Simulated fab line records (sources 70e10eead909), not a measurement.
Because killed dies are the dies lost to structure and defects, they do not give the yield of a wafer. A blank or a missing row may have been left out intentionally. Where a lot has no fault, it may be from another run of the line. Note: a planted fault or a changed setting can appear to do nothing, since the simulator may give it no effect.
A lot that was struck, set against a sound lot    flow nand harc    15 steps out of a route of 1159
Sound: wafers L986.2, L986.4, L986.6. Wafers struck: L984.1, L984.3, L984.6. The cause comes at the end.
At each step with rows: each side's tool, then ch and its chambers, then its first start. Under that, the readings that differ: sound wafers    struck wafers    difference of the means    sigmas: that difference in standard deviations of wafers without a fault.
alike: readings with means less than 2 such deviations apart, plus words and numbers identical on both sides. not compared: withheld readings, readings lacking a value on some wafer, bounds such as >300 that could conceal the same value, and numbers that have no deviation in the record and whose values overlap.
The two part at a step that has a row with sigmas, a row that says differs or no value, or rows on one side only. When numbers do not overlap yet have no deviation, they are printed without sigmas and do not part them. A reading missing from all wafers of one side parts the sides only when that side holds two or more wafers.

NHARC_A_BLC_OVL_MEAS_11:
  struck on overlay-01, day 21 03:20; sound on overlay-02, day 21 15:34
reading            sound        struck          difference  sigmas
overlay x nm (nm)  1.0 0.6 0.8  -1.6 -1.3 -1.3  -2.2        -2
  alike: overlay y nm
NHARC_A_BLC_INSPECT_12:
  struck on defect inspect-02, day 21 03:23; sound on defect inspect-01, day 21 15:37
  alike: raw defect count
NHARC_A_BLC_DESCUM_15: chemistry O2, time 3 s.
  sound on rie diel-04 ch 1,2,3, day 21 15:41; struck on rie diel-09 ch 0,2,3, day 21 03:26
  alike: drypump motor current A, mfc ar sccm, oes product au, rf vpp V, showerhead plenum p Torr, throttle valve pct
  not compared: rf hours counter h
NHARC_A_BLC_ETCH_16: etches the open film in CF4, target depth 39 nm, time 65 s.
  sound on rie diel-04 ch 1,2,3, day 21 15:47; struck on rie diel-09 ch 0,2, day 21 03:32
  alike: drypump motor current A, mfc ar sccm, oes product au, rf vpp V, showerhead plenum p Torr, throttle valve pct
  not compared: rf hours counter h
then, 1 step without rows for these wafers: NHARC_A_BLC_ETCH_17 (etches the open film in N2/H2, target depth 390 nm, time 609.38 s).
NHARC_A_BLC_ETCH_18: etches the open film in C4F8/O2/Ar, target depth 910 nm.
  sound: rie diel-04 ch 2,3; struck: rie diel-09 ch 0,1,3
  alike: oes product au, rf vpp V
  not compared: rf hours counter h
NHARC_A_BLC_CD_MEAS_19:
  struck on cd sem-03, day 21 04:24; sound on cd sem-01, day 21 17:31
reading     sound              struck          difference  sigmas
cd nm (nm)  106.0 104.2 104.3  98.9 98.5 97.6  -6.5        -3
NHARC_A_BLC_STRIP_29: strips in CF4.
  sound on rie diel-03 ch 0,1, day 21 17:35; struck on rie diel-09 ch 1,2, day 21 04:29
  alike: drypump motor current A, mfc ar sccm, oes product au, rf vpp V, showerhead plenum p Torr, throttle valve pct
  not compared: rf hours counter h
then, 2 steps without rows for these wafers: NHARC_A_BLC_STRIP_21 (strips in O2); NHARC_A_BLC_STRIP_22 (strips in post etch residue remover, time 600 s).
NHARC_A_BLC_DEGAS_30: time 60 s.
  struck on pvd sputter-02, day 21 05:03; sound on pvd sputter-01, day 21 18:22
  alike: heater power w
then, 1 step without rows for these wafers: NHARC_A_BLC_PRE_CLEAN_31 (time 15 s).
NHARC_A_BLC_PVD_32: deposits Ti, target thk 5 nm, time 17.7 s.
  struck on pvd sputter-02, day 21 05:12; sound on pvd sputter-01, day 21 18:31
  no value came back on the struck wafers for cathode dc power W (W), chamber pressure pa (Pa), throttle valve pct (%); on the sound wafers cathode dc power W (W) reads 5000.6 4998.7 4999.9
then, 1 step without rows for these wafers: NHARC_A_BLC_ALD_23 (deposits TiN, target thk 3 nm, pulse time 1 s, ald cycles 150).
-- jump in the record: it breaks off in module A_BLC and resumes in module END (first step shown: number 1159 of the route), and 2 days separate the struck wafers' starts before and after --
NHARC_END_SORT_01:
  at this point the record logs the struck wafers (prober-02 ch 0, day 23 12:32) and has no rows for the sound ones

WHERE THEY PART
First at NHARC_A_BLC_OVL_MEAS_11; last, within this record, at NHARC_END_SORT_01.

WHY: the cause the simulator had injected
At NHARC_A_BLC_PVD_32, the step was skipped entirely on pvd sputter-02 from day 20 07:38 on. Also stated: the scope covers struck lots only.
